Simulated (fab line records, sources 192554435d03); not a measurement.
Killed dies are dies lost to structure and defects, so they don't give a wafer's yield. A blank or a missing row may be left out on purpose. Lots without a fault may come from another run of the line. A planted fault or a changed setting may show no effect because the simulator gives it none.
One fault seen from 3 desks | flow n5_finfet | each desk has only its own numbers; what lay behind them comes last
Where a reading is given only as a bound, like >300, the bound stands for it, and a mean or a difference that rests on one is marked > or <: the true number lies beyond.

THE METROLOGY DESK
What the gauges read, lot by lot, whatever tool the lot ran on: means of the sampled wafers that have a number. A lot is out of limits, marked OUT, if its mean lies more than 4 standard deviations from the usual mean; the brackets give that distance. Of its 11 readings 7 are shown: those that lie furthest out on some lot.
Columns: A = HK_THK at N5_HKMG_FIN_THK_MEAS_70, usual 1.603 nm; B = DIBL_P at N5_BEOL_M4_RC_MEAS_101, usual 36.2 mV/V; C = IOFF_P at N5_BEOL_M4_RC_MEAS_101, usual 0.21 nA/um; D = ION_N at N5_BEOL_M4_RC_MEAS_101, usual 675 uA/um; E = ION_P at N5_BEOL_M4_RC_MEAS_101, usual 463 uA/um; F = VT_N at N5_BEOL_M4_RC_MEAS_101, usual 250 mV; G = VT_P at N5_BEOL_M4_RC_MEAS_101, usual -251 mV
lot  | first seen here | A     | B    | C    | D   | E   | F   | G
L952 | day 4 08:10     | 1.645 | 37.9 | 0.24 | 686 | 466 | 246 | -249
L955 | day 5 01:40     | 1.604 | 35.5 | 0.18 | 673 | 459 | 251 | -252
L956 | day 5 12:25     | 1.613 | 31.9 | 0.14 | 656 | 450 | 252 | -257
L968 | day 8 10:46     | 1.619 | 34.5 | 0.18 | 662 | 459 | 255 | -253
L969 | day 8 21:24     | 1.587 | 37.5 | 0.27 | 683 | 471 | 249 | -247
L971 | day 9 02:52     | 1.619 | 38.6 | 0.24 | 680 | 467 | 249 | -247
L972 | day 9 10:56     | 1.611 | 35.7 | 0.19 | 676 | 460 | 249 | -253
L973 | day 9 16:02     | 1.607 | 37.0 | 0.24 | 685 | 467 | 247 | -248
L974 | day 9 20:49     | 1.592 | 34.3 | 0.19 | 669 | 457 | 252 | -253
This desk's finding: nothing out of limits on any of the 9 lots.

THE DEFECT DESK
What the inspections along the route counted, lot by lot: means of the sampled wafers that have a number. A lot is out of limits, marked OUT, if its mean lies more than 4 standard deviations from the usual mean; the brackets give that distance.
Columns: A = raw_defect_count at N5_HKMG_FIN_INSPECT_14, usual 2.2
lot  | first seen here | A
L952 | day 4 09:06     | 2.7
L955 | day 5 02:29     | 1.3
L956 | day 5 13:14     | 2.3
L968 | day 8 11:35     | >300 (+99 or more) OUT
L969 | day 8 22:19     | >300 (+99 or more) OUT
L971 | day 9 03:49     | 1.3
L972 | day 9 11:52     | >300 (+99 or more) OUT
L973 | day 9 16:58     | 4.0
L974 | day 9 21:44     | 3.0
This desk's finding: out of limits on L968, L969, L972; first on L968, day 8 11:35 (raw_defect_count at N5_HKMG_FIN_INSPECT_14). In limits: L952, L955, L956, L971, L973, L974.

THE TOOL OWNER'S DESK: ald_metal-03
The tool's own readings at N5_HKMG_FIN_ALD_36 (deposits TiN, target thk 1 nm, pulse time 1 s, purge time 3 s): means of the sampled wafers that have a number, for each lot that ran on this tool. A lot is out of limits, marked OUT, if its mean lies more than 4 standard deviations from the usual mean; the brackets give that distance.
Columns: A = heater_power_w at N5_HKMG_FIN_ALD_36, usual 822 W; B = precursor_pulse_height_rel at N5_HKMG_FIN_ALD_36, usual 1.000
lot  | first seen here | A   | B
L952 | day 4 07:53     | 806 | 0.994
L955 | day 5 01:22     | 826 | 1.009
L956 | day 5 12:08     | 827 | 1.012
L968 | day 8 10:29     | 847 | 1.012
L969 | day 8 21:07     | 840 | 1.010
L972 | day 9 10:39     | 812 | 0.986
This desk's finding: nothing out of limits on any of the 6 lots.

PUT TOGETHER
The defect desk could have raised an alarm at day 8 11:35, on L968, L969, L972.
The metrology desk saw nothing out of limits.
The tool owner's desk saw nothing out of limits.
The metrology desk has L968, L969, L972 on record, within its limits.
The tool owner's desk has L968, L969, L972 on record, within its limits.
Of the lots named, all ran N5_HKMG_FIN_ALD_36 on ald_metal-03.

WHAT THE SIMULATOR HAD PUT IN
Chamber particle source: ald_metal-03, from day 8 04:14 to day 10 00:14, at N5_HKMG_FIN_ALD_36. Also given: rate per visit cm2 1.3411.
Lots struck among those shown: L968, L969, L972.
Hours from the fault's start to each desk's first reading out of limits: the defect desk, 7.
